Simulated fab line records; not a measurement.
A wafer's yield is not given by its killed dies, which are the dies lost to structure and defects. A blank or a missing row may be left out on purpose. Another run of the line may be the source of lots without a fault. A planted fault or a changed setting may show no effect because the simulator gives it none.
Struck lot and sound lot, side by side	flow nand_harc	15 steps out of a route of 1159
Sound: the wafers L457.2, L457.3, L457.6. Struck: wafer L470.3. (L470.1 of the same lot was not struck and is left out.) The cause comes at the end.
For every step that has rows: the tool of each side, followed by ch and its chambers, followed by its first start. Under that, the readings that differ: sound wafers	struck wafers	difference of the means	sigmas: that difference in standard deviations of wafers without a fault.
alike: readings with means less than 2 such deviations apart, plus words and numbers identical on both sides. not compared: withheld readings, readings lacking a value on some wafer, bounds such as >300 that could conceal the same value, and numbers that have no deviation in the record and whose values overlap.
A row with sigmas, a row that says differs or no value, or rows on one side alone: a step with any of these is where the two part. Non-overlapping numbers with no deviation appear without sigmas and do not part them. A reading missing from all wafers of one side parts the sides only when that side holds two or more wafers.

first, 8 steps without rows for these wafers: NHARC_A_CONTACT_COAT_34 (time 75 s); NHARC_A_CONTACT_COAT_35 (time 65 s); NHARC_A_CONTACT_COAT_36 (resist thk 90 nm); NHARC_A_CONTACT_SOFTBAKE_37 (time 55 s); NHARC_A_CONTACT_EBR_38; NHARC_A_CONTACT_EXPOSE_39 (exposes mask A CC 3); NHARC_A_CONTACT_PEB_40 (peb time 65 s); NHARC_A_CONTACT_DEVELOP_41 (develop time 35 s).
NHARC_A_CONTACT_CD_MEAS_42: target cd 200 nm.
  sound on cd_sem-03 ch 0, day 16 20:06; struck on cd_sem-01 ch 0, day 20 05:42
  alike: cd_nm
NHARC_A_CONTACT_OVL_MEAS_43:
  struck on overlay-01, day 20 05:47; sound on overlay-02, day 16 20:11
  alike: overlay_x_nm, overlay_y_nm
NHARC_A_CONTACT_INSPECT_44:
  struck on defect_inspect-02, day 20 05:49; sound on defect_inspect-01, day 16 20:13
  alike: raw_defect_count
NHARC_A_CONTACT_DESCUM_47: chemistry O2, time 3 s.
  sound on rie_diel-07 ch 0,1, day 16 20:17; struck on rie_diel-07 ch 2, day 20 05:53
reading	sound	struck	difference	sigmas
throttle_valve_pct (%)	11.309 11.330 11.300	11.290	-0.023	-3
  alike: drypump_motor_current_A, oes_product_au, rf_vpp_V, showerhead_plenum_p_Torr
  not compared: rf_hours_counter_h
NHARC_A_CONTACT_ETCH_48: etches the open film in CF4, target depth 39 nm, time 65 s.
  sound on rie_diel-07 ch 1,2,3, day 16 20:22; struck on rie_diel-07 ch 1, day 20 05:58
reading	sound	struck	difference	sigmas
run_length_s (s)	86.0 86.7 85.9	82.7	-3.5	-8
throttle_valve_pct (%)	13.280 13.286 13.284	13.263	-0.020	-2
  alike: drypump_motor_current_A, oes_product_au, rf_vpp_V, showerhead_plenum_p_Torr
  not compared: rf_hours_counter_h
NHARC_A_CONTACT_ETCH_49: etches the open film in N2/H2, target depth 260 nm, time 475.3 s.
  sound on rie_diel-07 ch 0,2,3; struck on rie_diel-07 ch 3
  alike: drypump_motor_current_A, oes_product_au, rf_vpp_V, run_length_s, showerhead_plenum_p_Torr, throttle_valve_pct
  not compared: rf_hours_counter_h
following that, these wafers have no rows for 1 step: NHARC_END_SORT_01.

WHERE THEY PART
Last at NHARC_A_CONTACT_ETCH_48 as far as this record goes, first at NHARC_A_CONTACT_DESCUM_47. Later steps at which nothing parts them and some readings are alike: NHARC_A_CONTACT_ETCH_49.

WHY: whatever the simulator had introduced
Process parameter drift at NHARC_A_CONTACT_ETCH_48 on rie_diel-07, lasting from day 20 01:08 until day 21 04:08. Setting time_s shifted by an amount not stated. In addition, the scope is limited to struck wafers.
